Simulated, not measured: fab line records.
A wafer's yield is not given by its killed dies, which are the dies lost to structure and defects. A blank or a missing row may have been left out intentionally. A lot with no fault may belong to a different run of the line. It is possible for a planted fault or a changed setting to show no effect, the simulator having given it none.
fab line records	flow nandHarc
record lots=24	wafers=72	lastDay=24
route steps=1159 shown P_M0@284 P_M1@308 P_M2@328 P_BONDPAD@386 A_ZERO_WELL@412
lots with no fault: from the same line, run without faults
startH: the number of hours between the record's first day and the start of the first shown wafer of the lot	waitH: hours elapsed since this lot's preceding step	" same as the row above	L1.1+2: a row that stands for several wafers	- value missing, or start not given	* or withheld: withheld	< > ~ a bound
route shown NAME@n: a module of which the file shows steps, and the number in the route of the first	usual: the fault-free wafers' mean and standard deviation	same: alike in all rows	chamber/n: place in a boat	sites: the reading at each site	_std_site: standard deviation across them	_edge_site: the outer-site mean with the inner-site mean subtracted	radiusMm: for every site, how far away it sits from the centre of the wafer	mask NAME#n: copy n	behind: the last tool/chamber to shape the wafer	hold: why the lot was held/for how many hours/how that ended	device: whichever transistor did not switch (one of n, p or np)	end of line: the same wafers' tests at the end of the route	step lacking rows: just its recipe	killed: dies that structure and defects cost at the first sort, which is not the same as the wafer's yield	map: the dies of a wafer, with x for killed, . for not killed, _ for no die there
set.NAME: the setting the step ran with; set.NAME@STEP: the setting that earlier step ran with	model.NAME: the simulator's own value behind a step, which no gauge read
a sample of lots followed through the steps of the route, with each step as a table and each wafer as a row
services: from which hour (startH, from the record's first day; less than 0 if before it) a tool's chamber was out of use, for how many hours, and why
## steps
# step NHARC_P_M0_DEP_32
# recipe targetThkA=300	tempC=370	targetThkNm=30	pressureTorr=3	flowSccm=200	rfW=450	material=SiCN
# usual heaterPowerW=558/56	susceptorTempC=370.02/0.21
lot.wafer	tool	chamber	startH	waitH	heaterPowerW	susceptorTempC
L074.3	pecvd-04	1	121.93	0.1	513	370.14
L074.4	"	2	"	"	623	370.01
L074.6	"	0	"	"	460	370.18
L075.1	pecvd-04	0	131.10	0.1	474	369.85
L075.6	"	0	"	"	478	369.86
L075.4	"	2	"	"	632	370.21
L076.2	pecvd-03	0	131.63	0.1	522	370.10
L076.3	"	1	"	"	569	370.12
L076.6	"	0	"	"	512	370.13
L077.1	pecvd-02	0	140.73	0.1	490	370.13
L077.4	"	0	"	"	487	369.96
L077.6	"	2	"	"	584	370.17
L078.2	pecvd-02	1	142.58	0.1	676	370.28
L078.6	"	2	"	"	567	370.03
L078.5	"	0	"	"	491	369.86
L081.1	pecvd-04	0	157.64	0.1	498	369.91
L081.2	"	2	"	"	557	369.85
L081.5	"	0	"	"	517	369.83
L080.2	pecvd-03	0	158.53	0.1	605	370.02
L080.3	"	2	"	"	508	369.54
L080.5	"	1	"	"	526	370.24
L079.3	pecvd-03	0	159.29	0.1	551	370.22
L079.6	"	2	"	"	501	369.94
L079.4	"	0	"	"	568	370.45
L082.1	pecvd-04	0	165.59	0.1	500	370.49
L082.2	"	2	"	"	555	369.75
L082.4	"	2	"	"	547	370.11
L083.1	pecvd-04	0	169.23	0.1	501	370.17
L083.4	"	0	"	"	503	369.96
L083.5	"	0	"	"	504	370.25
L084.3	pecvd-03	0	174.37	0.1	619	370.05
L084.4	"	2	"	"	590	370.09
L084.6	"	0	"	"	621	369.90
L087.3	pecvd-04	1	195.16	0.1	479	370.22
L087.1	"	0	"	"	510	370.15
L087.5	"	0	"	"	513	369.97
L086.1	pecvd-03	2	196.19	0.1	577	369.99
L086.2	"	0	"	"	573	370.10
L086.4	"	1	"	"	538	370.04
L085.1	pecvd-03	2	215.89	0.1	522	369.93
L085.2	"	0	"	"	628	370.09
L085.5	"	0	"	"	629	369.79
L088.3	pecvd-04	1	217.62	0.1	497	369.61
L088.4	"	1	"	"	490	369.87
L088.6	"	0	"	"	502	370.24
L090.1	pecvd-02	1	224.00	0.1	577	370.22
L090.2	"	0	"	"	502	369.85
L090.6	"	0	"	"	524	370.20
L089.6	pecvd-02	0	224.65	0.2	523	370.43
L089.5	"	1	"	"	606	369.83
L089.4	"	2	"	"	617	369.98
L091.3	pecvd-04	0	225.51	0.1	490	370.11
L091.2	"	1	"	"	410	370.47
L091.6	"	2	"	"	672	370.07
L094.1	pecvd-02	2	233.49	0.1	601	369.80
L094.2	"	1	"	"	628	370.17
L094.4	"	2	"	"	600	370.11
L093.2	pecvd-02	2	235.72	0.1	609	369.83
L093.6	"	1	"	"	624	370.07
L093.5	"	2	"	"	609	369.93
L092.3	pecvd-03	0	235.73	0.1	608	370.11
L092.2	"	1	"	"	535	370.22
L092.6	"	1	"	"	539	370.00
L095.3	pecvd-02	2	248.74	0.1	615	370.21
L095.2	"	0	"	"	583	369.86
L095.4	"	1	"	"	618	370.16
L096.1	pecvd-03	2	249.37	0.1	568	369.62
L096.3	"	1	"	"	551	370.00
L096.4	"	2	"	"	552	369.76
L097.5	pecvd-02	1	257.93	0.2	558	369.57
L097.4	"	2	"	"	609	370.04
L097.6	"	0	"	"	592	369.67
# step NHARC_P_M1_PVD_21
# recipe targetThkA=300	chamberPressurePa=5	powerW=5000	substrateTempC=30	timeS=20.49	material=Cu
# usual throttleValvePct=30.1/1
lot.wafer	tool	chamber	startH	waitH	throttleValvePct
L074.3	pvdSputter-02	-	-	-	29.2
L074.4	"	-	"	"	28.7
L074.6	"	-	"	"	28.3
L075.1	pvdSputter-03	-	-	-	31.9
L075.4	"	-	"	"	30.0
L075.6	"	-	"	"	32.1
L076.2	pvdSputter-02	-	-	-	29.4
L076.3	"	-	"	"	31.0
L076.6	"	-	"	"	28.9
L077.1	pvdSputter-02	-	-	-	29.1
L077.4	"	-	"	"	30.9
L077.6	"	-	"	"	28.9
L078.2	pvdSputter-01	-	-	-	29.8
L078.5	"	-	"	"	30.4
L078.6	"	-	"	"	30.8
L081.1	pvdSputter-03	-	-	-	29.5
L081.2	"	-	"	"	31.5
L081.5	"	-	"	"	30.6
L080.3	pvdSputter-03	-	-	-	31.9
L080.2	"	-	"	"	29.7
L080.5	"	-	"	"	31.8
L079.4	pvdSputter-03	-	-	-	29.8
L079.3	"	-	"	"	29.4
L079.6	"	-	"	"	30.0
L082.4	pvdSputter-01	-	-	-	30.5
L082.2	"	-	"	"	28.7
L082.1	"	-	"	"	31.5
L083.1	pvdSputter-03	-	-	-	30.3
L083.4	"	-	"	"	29.3
L083.5	"	-	"	"	30.0
L084.4	pvdSputter-03	-	-	-	30.6
L084.3	"	-	"	"	32.0
L084.6	"	-	"	"	29.2
L087.1	pvdSputter-03	-	-	-	29.4
L087.3	"	-	"	"	30.4
L087.5	"	-	"	"	29.4
L086.4	pvdSputter-01	-	-	-	30.8
L086.1	"	-	"	"	28.9
L086.2	"	-	"	"	30.3
L085.2	pvdSputter-01	-	-	-	28.9
L085.1	"	-	"	"	30.4
L085.5	"	-	"	"	30.2
L088.3	pvdSputter-01	-	-	-	31.4
L088.4	"	-	"	"	28.9
L088.6	"	-	"	"	30.3
L090.2	pvdSputter-01	-	-	-	30.1
L090.1	"	-	"	"	31.4
L090.6	"	-	"	"	29.0
L089.4	pvdSputter-03	-	-	-	30.2
L089.6	"	-	"	"	29.4
L089.5	"	-	"	"	30.5
L091.3	pvdSputter-03	-	-	-	29.5
L091.2	"	-	"	"	30.5
L091.6	"	-	"	"	29.3
L094.2	pvdSputter-02	-	-	-	28.4
L094.1	"	-	"	"	29.3
L094.4	"	-	"	"	28.0
L093.2	pvdSputter-02	-	-	-	29.5
L093.5	"	-	"	"	28.6
L093.6	"	-	"	"	31.1
L092.3	pvdSputter-03	-	-	-	30.4
L092.2	"	-	"	"	29.9
L092.6	"	-	"	"	30.3
L095.2	pvdSputter-03	-	-	-	30.0
L095.4	"	-	"	"	30.5
L095.3	"	-	"	"	32.0
L096.1	pvdSputter-03	-	-	-	29.3
L096.3	"	-	"	"	32.0
L096.4	"	-	"	"	30.0
L097.4	pvdSputter-03	-	-	-	30.0
L097.6	"	-	"	"	30.1
L097.5	"	-	"	"	29.3
# step NHARC_P_M2_CD_MEAS_09
# recipe targetCdNm=170	landingEnergyEv=500
# usual cdNm=170.0/0.54
lot.wafer	tool	chamber	startH	waitH	cdNm
L074.3	cdSem-02	0	127.39	-	168.9
L074.4	"	0	"	"	169.6
L074.6	"	0	"	"	169.9
L075.1	cdSem-01	0	136.45	-	169.1
L075.4	"	0	"	"	169.0
L075.6	"	0	"	"	169.1
L076.2	cdSem-02	0	136.85	-	170.4
L076.3	"	0	"	"	170.3
L076.6	"	0	"	"	170.2
L077.1	cdSem-03	0	146.17	-	169.7
L077.4	"	0	"	"	169.7
L077.6	"	0	"	"	170.1
L078.2	cdSem-01	0	147.61	-	170.0
L078.5	"	0	"	"	170.5
L078.6	"	0	"	"	170.2
L081.1	cdSem-01	0	163.18	-	168.7
L081.2	"	0	"	"	169.5
L081.5	"	0	"	"	169.3
L080.2	cdSem-03	0	164.43	-	169.8
L080.3	"	0	"	"	170.1
L080.5	"	0	"	"	170.3
L079.3	cdSem-01	0	165.60	-	171.2
L079.4	"	0	"	"	171.4
L079.6	"	0	"	"	171.2
L082.1	cdSem-01	0	171.12	-	169.7
L082.2	"	0	"	"	170.4
L082.4	"	0	"	"	170.0
L083.1	cdSem-03	0	174.66	-	171.0
L083.4	"	0	"	"	170.3
L083.5	"	0	"	"	169.9
L084.3	cdSem-02	0	179.62	-	169.7
L084.4	"	0	"	"	170.5
L084.6	"	0	"	"	170.6
L087.1	cdSem-01	0	200.39	-	170.0
L087.3	"	0	"	"	170.1
L087.5	"	0	"	"	170.2
L086.1	cdSem-01	0	201.40	-	169.2
L086.2	"	0	"	"	169.6
L086.4	"	0	"	"	169.5
L085.1	cdSem-03	0	221.25	-	170.4
L085.2	"	0	"	"	170.1
L085.5	"	0	"	"	169.3
L088.3	cdSem-01	0	222.91	-	170.6
L088.4	"	0	"	"	170.6
L088.6	"	0	"	"	170.6
L090.1	cdSem-02	0	229.41	-	170.0
L090.2	"	0	"	"	169.5
L090.6	"	0	"	"	169.6
L089.4	cdSem-02	0	230.13	-	170.3
L089.5	"	0	"	"	169.8
L089.6	"	0	"	"	170.2
L091.2	cdSem-01	0	230.96	-	170.1
L091.3	"	0	"	"	169.3
L091.6	"	0	"	"	169.8
L094.1	cdSem-03	0	238.87	-	169.2
L094.2	"	0	"	"	170.1
L094.4	"	0	"	"	169.9
L093.2	cdSem-03	0	240.77	-	169.3
L093.5	"	0	"	"	169.9
L093.6	"	0	"	"	169.9
L092.2	cdSem-03	0	241.17	-	169.7
L092.3	"	0	"	"	170.4
L092.6	"	0	"	"	170.0
L095.2	cdSem-02	0	253.89	-	169.9
L095.3	"	0	"	"	170.3
L095.4	"	0	"	"	169.7
L096.1	cdSem-03	0	254.69	-	169.5
L096.3	"	0	"	"	170.4
L096.4	"	0	"	"	170.5
L097.4	cdSem-03	0	263.21	-	170.1
L097.5	"	0	"	"	170.6
L097.6	"	0	"	"	169.5
# step NHARC_P_M2_DEGAS_29
# recipe tempC=250	timeS=60
# usual heaterPowerW=354/41	susceptorTempC=250.02/0.17
lot.wafer	tool	chamber	startH	waitH	heaterPowerW	susceptorTempC
L074.3	pvdSputter-01	-	128.58	-	348	-
L074.4	"	-	"	"	319	-
L074.6	"	-	"	"	352	-
L075.1	pvdSputter-03	-	137.67	-	309	250.16
L075.4	"	-	"	"	442	249.99
L075.6	"	-	"	"	301	249.86
L076.2	pvdSputter-02	-	138.06	-	366	250.09
L076.3	"	-	"	"	359	250.22
L076.6	"	-	"	"	367	249.86
L077.4	pvdSputter-01	-	147.37	-	322	250.21
L077.1	"	-	"	"	364	250.02
L077.6	"	-	"	"	317	250.16
L078.2	pvdSputter-03	-	148.85	-	305	249.88
L078.6	"	-	"	"	354	249.97
L078.5	"	-	"	"	429	249.99
L081.2	pvdSputter-03	-	164.46	-	360	250.07
L081.1	"	-	"	"	307	249.82
L081.5	"	-	"	"	438	250.13
L080.2	pvdSputter-03	-	165.69	-	437	250.12
L080.3	"	-	"	"	307	249.91
L080.5	"	-	"	"	428	249.67
L079.4	pvdSputter-03	-	166.87	-	318	249.89
L079.3	"	-	"	"	357	250.08
L079.6	"	-	"	"	313	249.88
L082.2	pvdSputter-02	-	172.33	-	356	250.01
L082.4	"	-	"	"	278	250.15
L082.1	"	-	"	"	394	250.06
L083.4	pvdSputter-01	-	175.90	-	339	250.22
L083.1	"	-	"	"	320	250.08
L083.5	"	-	"	"	351	250.27
L084.4	pvdSputter-03	-	180.84	-	434	250.26
L084.3	"	-	"	"	305	250.12
L084.6	"	-	"	"	354	249.93
L087.1	pvdSputter-03	-	201.60	-	312	250.17
L087.3	"	-	"	"	308	249.95
L087.5	"	-	"	"	309	249.97
L086.1	pvdSputter-01	-	202.61	-	363	250.01
L086.2	"	-	"	"	341	249.68
L086.4	"	-	"	"	361	250.26
L085.1	pvdSputter-01	-	222.63	-	341	249.94
L085.2	"	-	"	"	321	250.19
L085.5	"	-	"	"	330	249.56
L088.4	pvdSputter-03	-	224.13	-	450	250.23
L088.3	"	-	"	"	311	250.08
L088.6	"	-	"	"	349	249.95
L090.1	pvdSputter-02	-	230.63	-	376	249.76
L090.2	"	-	"	"	382	250.02
L090.6	"	-	"	"	382	250.17
L089.4	pvdSputter-03	-	231.35	-	353	-
L089.5	"	-	"	"	440	-
L089.6	"	-	"	"	305	-
L091.2	pvdSputter-03	-	232.18	-	434	249.62
L091.3	"	-	"	"	311	250.10
L091.6	"	-	"	"	439	249.73
L094.1	pvdSputter-01	-	240.08	-	350	250.14
L094.4	"	-	"	"	338	249.78
L094.2	"	-	"	"	371	250.46
L093.2	pvdSputter-03	-	241.99	-	433	250.06
L093.5	"	-	"	"	357	250.17
L093.6	"	-	"	"	422	249.97
L092.2	pvdSputter-02	-	242.38	-	367	-
L092.3	"	-	"	"	369	-
L092.6	"	-	"	"	374	-
L095.2	pvdSputter-01	-	255.10	-	360	-
L095.3	"	-	"	"	345	-
L095.4	"	-	"	"	355	-
L096.4	pvdSputter-01	-	255.90	-	318	249.91
L096.3	"	-	"	"	361	250.09
L096.1	"	-	"	"	340	250.16
L097.4	pvdSputter-01	-	264.43	-	317	250.17
L097.5	"	-	"	"	365	250.06
L097.6	"	-	"	"	352	250.13
# step NHARC_P_BONDPAD_ACTIVATE_29
# recipe timeS=60	n2FlowSccm=200	arFlowSccm=0	biasPowerW=0	chemistry=N2
# usual drypumpMotorCurrentA=5.8/0.36	oesProductAu=1.002/0.0094	rfVppV=64.3/1	showerheadPlenumPTorr=1.81/0.075
lot.wafer	tool	chamber	startH	waitH	drypumpMotorCurrentA	oesProductAu	rfHoursCounterH	rfVppV	showerheadPlenumPTorr
L074.4	rieDiel-02	1	134.64	0.1	6.4	0.995	13	64.6	1.73
L074.3	"	0	"	"	5.8	0.999	13	65.0	1.89
L074.6	"	1	"	"	6.4	0.993	-	62.3	1.73
L075.4	rieDiel-02	1	143.85	0.1	6.4	0.986	14	63.2	1.73
L075.1	"	2	"	"	5.7	0.986	13	64.4	1.72
L075.6	"	2	"	"	5.7	0.985	-	63.0	1.72
L076.2	rieDiel-10	2	144.61	0.1	5.7	1.014	51	62.5	1.66
L076.3	"	3	"	"	5.4	1.005	51	64.6	1.81
L076.6	"	1	"	"	5.4	1.021	-	66.3	1.86
L077.1	rieDiel-10	2	153.99	0.1	5.7	1.008	53	62.8	1.66
L077.6	"	2	"	"	5.7	1.007	-	63.8	1.66
L077.4	"	3	"	"	5.4	1.003	-	63.9	1.81
L078.2	rieDiel-07	3	155.48	0.2	6.4	1.005	33	64.3	1.84
L078.5	"	0	"	"	5.5	1.017	-	65.5	1.79
L078.6	"	1	"	"	5.7	1.012	-	65.5	1.86
L081.1	rieDiel-10	0	170.64	0.1	5.3	0.991	62	65.5	1.80
L081.2	"	1	"	"	5.4	1.009	58	64.3	1.85
L081.5	"	0	"	"	5.4	0.996	-	65.0	1.80
L080.3	rieDiel-10	1	171.93	0.1	5.4	1.009	58	63.7	1.85
L080.2	"	0	"	"	5.4	1.004	62	64.7	1.80
L080.5	"	1	"	"	5.4	1.011	-	64.7	1.85
L079.4	rieDiel-02	3	173.22	0.1	6.1	1.002	2	64.0	1.87
L079.3	"	1	"	"	6.4	1.013	2	63.4	1.73
L079.6	"	0	"	"	5.8	0.987	-	66.2	1.89
L082.2	rieDiel-02	3	178.62	0.1	6.1	1.015	3	64.8	1.87
L082.4	"	1	"	"	6.4	1.007	3	64.2	1.73
L082.1	"	2	"	"	5.7	0.996	3	64.4	1.72
L083.4	rieDiel-02	1	182.53	0.1	6.4	1.006	3	63.5	1.73
L083.1	"	3	"	"	6.1	1.007	3	65.3	1.87
L083.5	"	1	"	"	6.4	1.001	-	63.7	1.73
L084.3	rieDiel-07	0	187.29	0.1	5.5	1.023	49	63.4	1.79
L084.4	"	1	"	"	5.7	1.001	47	62.8	1.86
L084.6	"	1	"	"	5.7	1.009	-	66.1	1.86
L087.1	rieDiel-02	3	207.68	0.1	6.1	1.013	6	65.0	1.87
L087.3	"	1	"	"	6.4	1.009	5	63.3	1.73
L087.5	"	3	"	"	6.0	1.007	-	64.0	1.87
L086.2	rieDiel-02	3	208.96	0.1	6.1	1.009	6	62.9	1.87
L086.1	"	1	"	"	6.4	1.007	5	63.9	1.73
L086.4	"	2	"	"	5.7	0.997	6	63.1	1.72
L085.2	rieDiel-02	0	229.24	0.1	5.8	0.992	7	64.4	1.89
L085.1	"	3	"	"	6.1	1.006	8	64.8	1.87
L085.5	"	1	"	"	6.4	1.005	-	63.7	1.73
L088.3	rieDiel-02	3	230.36	0.1	6.1	1.009	8	63.6	1.87
L088.4	"	1	"	"	6.4	1.009	7	63.4	1.73
L088.6	"	3	"	"	6.1	1.008	-	64.3	1.87
L090.1	rieDiel-02	0	236.84	0.1	5.8	0.986	8	65.7	1.89
L090.2	"	1	"	"	6.4	0.998	8	63.9	1.73
L090.6	"	3	"	"	6.1	1.005	-	64.9	1.87
L089.4	rieDiel-07	2	237.55	0.1	5.2	1.001	0	64.8	1.90
L089.5	"	2	"	"	5.2	0.995	-	66.9	1.90
L089.6	"	3	"	"	6.5	0.989	-	64.6	1.84
L091.2	rieDiel-02	2	238.66	0.1	5.7	0.997	9	62.8	1.72
L091.3	"	1	"	"	6.4	0.992	9	63.5	1.73
L091.6	"	3	"	"	6.1	0.999	-	64.4	1.87
L094.4	rieDiel-07	2	246.26	0.1	5.2	0.995	1	63.3	1.90
L094.1	"	3	"	"	6.5	0.990	2	64.4	1.84
L094.2	"	1	"	"	5.6	0.991	2	64.6	1.86
L093.2	rieDiel-02	2	248.07	0.1	5.7	1.004	10	63.5	1.72
L093.5	"	1	"	"	6.4	1.002	-	64.1	1.73
L093.6	"	2	"	"	5.7	1.004	-	63.3	1.72
L092.3	rieDiel-02	1	248.63	0.1	6.4	1.003	10	61.8	1.73
L092.2	"	3	"	"	6.1	1.007	10	62.9	1.87
L092.6	"	1	"	"	6.3	1.006	-	65.1	1.73
L095.4	rieDiel-02	0	261.65	0.1	5.8	0.990	11	64.3	1.89
L095.3	"	2	"	"	5.7	1.017	12	64.8	1.72
L095.2	"	3	"	"	6.1	1.002	12	64.2	1.87
L096.1	rieDiel-10	0	262.13	0.1	5.3	1.011	29	65.2	1.79
L096.4	"	1	"	"	5.4	1.003	30	63.2	1.84
L096.3	"	3	"	"	5.5	1.012	29	65.2	1.80
L097.4	rieDiel-02	2	270.84	0.1	5.7	1.000	13	64.0	1.72
L097.6	"	3	"	"	6.1	1.000	-	64.7	1.87
L097.5	"	0	"	"	5.8	0.977	-	65.0	1.89
# step NHARC_A_ZERO_WELL_INSPECT_17
# usual rawDefectCount=12/5.8
lot.wafer	tool	chamber	startH	waitH	rawDefectCount
L074.3	defectInspect-01	-	137.39	0.1	19
L074.4	"	-	"	"	3
L074.6	"	-	"	"	5
L075.1	defectInspect-02	-	146.59	0.2	19
L075.4	"	-	"	"	9
L075.6	"	-	"	"	14
L076.2	defectInspect-01	-	147.17	0.1	5
L076.3	"	-	"	"	12
L076.6	"	-	"	"	13
L077.1	defectInspect-02	-	156.76	0.2	13
L077.4	"	-	"	"	8
L077.6	"	-	"	"	12
L078.2	defectInspect-01	-	158.05	0.1	10
L078.5	"	-	"	"	26
L078.6	"	-	"	"	9
L081.1	defectInspect-01	-	173.38	0.2	8
L081.2	"	-	"	"	8
L081.5	"	-	"	"	8
L080.2	defectInspect-02	-	174.67	0.1	12
L080.3	"	-	"	"	6
L080.5	"	-	"	"	12
L079.3	defectInspect-02	-	175.95	0.1	7
L079.4	"	-	"	"	8
L079.6	"	-	"	"	8
L082.1	defectInspect-02	-	181.61	0.2	17
L082.2	"	-	"	"	8
L082.4	"	-	"	"	9
L083.1	defectInspect-01	-	185.40	0.2	6
L083.4	"	-	"	"	14
L083.5	"	-	"	"	17
L084.3	defectInspect-01	-	190.10	0.1	10
L084.4	"	-	"	"	4
L084.6	"	-	"	"	8
L087.1	defectInspect-01	-	210.41	0.2	8
L087.3	"	-	"	"	9
L087.5	"	-	"	"	6
L086.1	defectInspect-01	-	211.69	0.2	18
L086.2	"	-	"	"	8
L086.4	"	-	"	"	17
L085.1	defectInspect-02	-	231.99	0.2	8
L085.2	"	-	"	"	5
L085.5	"	-	"	"	21
L088.3	defectInspect-01	-	233.08	0.1	15
L088.4	"	-	"	"	9
L088.6	"	-	"	"	2
L090.1	defectInspect-02	-	239.55	0.2	9
L090.2	"	-	"	"	9
L090.6	"	-	"	"	8
L089.4	defectInspect-02	-	240.30	0.1	14
L089.5	"	-	"	"	9
L089.6	"	-	"	"	11
L091.2	defectInspect-01	-	241.64	0.1	26
L091.3	"	-	"	"	25
L091.6	"	-	"	"	20
L094.1	defectInspect-01	-	248.99	0.2	5
L094.2	"	-	"	"	5
L094.4	"	-	"	"	7
L093.2	defectInspect-02	-	250.79	0.1	10
L093.5	"	-	"	"	4
L093.6	"	-	"	"	7
L092.2	defectInspect-01	-	251.36	0.1	10
L092.3	"	-	"	"	22
L092.6	"	-	"	"	11
L095.2	defectInspect-01	-	264.50	0.1	23
L095.3	"	-	"	"	12
L095.4	"	-	"	"	11
L096.1	defectInspect-01	-	264.76	0.2	16
L096.3	"	-	"	"	17
L096.4	"	-	"	"	17
L097.4	defectInspect-02	-	274.00	0.1	10
L097.5	"	-	"	"	4
L097.6	"	-	"	"	11
## services
tool	chamber	startH	hours	kind
pvdSputter-03	-	102.00	10.0	pm
pecvd-03	-	111.00	13.0	pm
rieDiel-07	3	112.13	6.7	repair
pecvd-03	2	125.43	4.9	repair
pecvd-03	2	141.84	4.6	repair
rieDiel-02	-	150.71	9.0	pm
rieDiel-10	1	152.61	8.9	repair
pecvd-02	-	153.53	13.0	pm
pecvd-04	1	153.72	23.2	repair
pvdSputter-01	-	158.02	10.0	pm
rieDiel-10	-	174.08	0.2	repair
rieDiel-10	-	176.50	9.0	pm
pecvd-03	-	189.66	0.6	repair
pecvd-04	-	195.42	13.0	pm
pvdSputter-02	-	210.87	8.0	repair
pvdSputter-02	-	218.88	10.0	pm
pecvd-02	-	219.77	1.0	repair
rieDiel-02	3	222.69	4.1	repair
rieDiel-07	-	228.25	9.0	pm
rieDiel-07	-	245.11	0.2	repair
pvdSputter-03	-	249.30	1.1	repair
pvdSputter-02	-	252.39	4.0	repair
pvdSputter-02	-	266.45	7.2	repair
rieDiel-10	3	270.08	9.6	repair
## key
fault none
